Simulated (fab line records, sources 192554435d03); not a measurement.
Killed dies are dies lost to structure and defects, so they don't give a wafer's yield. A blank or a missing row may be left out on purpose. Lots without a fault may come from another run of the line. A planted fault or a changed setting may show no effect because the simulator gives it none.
Chamber matching | flow n5_finfet | N5_STI_FIN_REVEAL_ALD_00 on ald_sin-02: 4 sister chambers
The step deposits SiO2, target thk 1 nm, pulse time 1 s. 8 wafers are shown with their chamber, then 10 later ones without.

WAFERS WITH THEIR CHAMBER
wafer  | chamber | heater_power_w (W) | precursor_pulse_height_rel
L074.5 | 1       | 458                | 1.038
L081.4 | 1       | 465                | 0.997
L084.1 | 3       | 447                | 0.992
L085.1 | 3       | 449                | 1.008
L085.2 | 2       | 520                | 0.995
L085.6 | 0       | 542                | 1.015
L088.1 | 2       | 507                | 0.966
L088.2 | 0       | 548                | 0.998

WAFERS WITHOUT THEIR CHAMBER
wafer  | heater_power_w (W) | precursor_pulse_height_rel
L088.5 | 449                | 0.987
L090.2 | 452                | 0.996
L090.3 | 511                | 0.990
L090.4 | 476                | 0.984
L095.2 | 463                | 0.996
L095.3 | 455                | 1.008
L095.5 | 546                | 0.976
L097.1 | 550                | 1.015
L097.2 | 472                | 1.021
L097.3 | 525                | 0.975

WHICH CHAMBER EACH WENT THROUGH
wafer  | from the rows above     | in truth
L088.5 | 3                       | 3
L090.2 | can't be placed: 3 or 1 | 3
L090.3 | 2                       | 2
L090.4 | can't be placed: 1 or 3 | 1
L095.2 | can't be placed: 1 or 3 | 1
L095.3 | can't be placed: 1 or 3 | 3
L095.5 | 0                       | 0
L097.1 | 0                       | 0
L097.2 | 1                       | 1
L097.3 | can't be placed: 2 or 0 | 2
Placed correctly: 5 of 10. Can't be placed from these rows: 5 (the true chamber is among the candidates in 5). Placed wrongly: 0.
How it was worked out, from the rows above alone: a wafer's distance from a chamber is the root of the sum, over the readings, of the square of ((its reading less the chamber's mean) divided by the reading's scatter). The wafer belongs to the nearest chamber; if the next one is less than 2 further off, it can't be placed. A chamber's mean is the mean of its shown wafers. The scatter: the root of (the sum of the squares of (reading less its chamber's mean) over the shown wafers, divided by (wafers less chambers)).
